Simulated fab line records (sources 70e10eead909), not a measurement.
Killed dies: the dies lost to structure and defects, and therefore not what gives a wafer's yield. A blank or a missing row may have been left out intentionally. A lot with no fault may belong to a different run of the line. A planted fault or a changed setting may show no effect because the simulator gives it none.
Matching of chambers | flow nand-harc | ald-hk-03 running NHARC_A_WL_FILL_ALD_00: 4 sister chambers
The step deposits Al2O3, target thk 3 nm, pulse time 3 s, ald cycles 30. 14 wafers are shown with their chamber, then 7 later ones without.

== EACH WAFER AND ITS CHAMBER ==
wafer  | chamber | heater-power-w (W) | precursor-pulse-height-rel
L729.2 | 0       | 473                | 1.007
L729.3 | 2       | 456                | 1.000
L729.6 | 2       | 455                | 0.995
L732.1 | 3       | 513                | 0.979
L732.4 | 1       | 492                | 0.987
L732.5 | 0       | 479                | 1.018
L734.1 | 3       | 517                | 1.005
L734.2 | 1       | 486                | 1.008
L734.6 | 2       | 461                | 0.998
L736.1 | 3       | 524                | 0.994
L736.2 | 2       | 470                | 0.950
L736.3 | 1       | 486                | 1.005
L741.2 | 1       | 458                | 1.016
L741.4 | 3       | 486                | 0.971

SIGNATURES, as means of the wafers listed above
reading                    | chamber 0 | chamber 1 | chamber 2 | chamber 3 | scatter within a chamber
heater-power-w             | 476.00    | 480.50    | 460.50    | 510.00    | 13
precursor-pulse-height-rel | 1.01250   | 1.00400   | 0.98575   | 0.98725   | 0.0171
Rule: a wafer lies at a distance from a chamber equal to the root of the sum of squares, over the readings, of (its reading less the chamber's mean, divided by the reading's scatter). The wafer belongs to the nearest chamber; if the next one is less than 2 further off, it can't be placed. The scatter is the square root of a quotient: the sum, over the shown wafers, of each reading's squared deviation from its chamber's mean, divided by wafers minus chambers.

== WAFERS WITHOUT THEIR CHAMBER ==
wafer  | heater-power-w (W) | precursor-pulse-height-rel
L741.5 | 461                | 1.007
L749.1 | 451                | 1.024
L749.3 | 469                | 0.999
L749.4 | 506                | 1.009
L751.1 | 482                | 1.018
L751.4 | 442                | 1.001
L751.6 | 479                | 1.001

== EACH ONE'S CHAMBER ==
wafer  | from the rows above          | in truth
L741.5 | can't be placed: 0 or 2 or 1 | 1
L749.1 | can't be placed: 0 or 2 or 1 | 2
L749.3 | can't be placed: 1 or 0 or 2 | 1
L749.4 | can't be placed: 3 or 1 or 0 | 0
L751.1 | can't be placed: 0 or 1 or 2 | 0
L751.4 | can't be placed: 2 or 0 or 1 | 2
L751.6 | can't be placed: 1 or 0 or 2 | 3
Correct placement for 0 of the 7. From these rows, 7 cannot be placed; in 6 the true chamber is one of the candidates. Wrongly placed: 0.
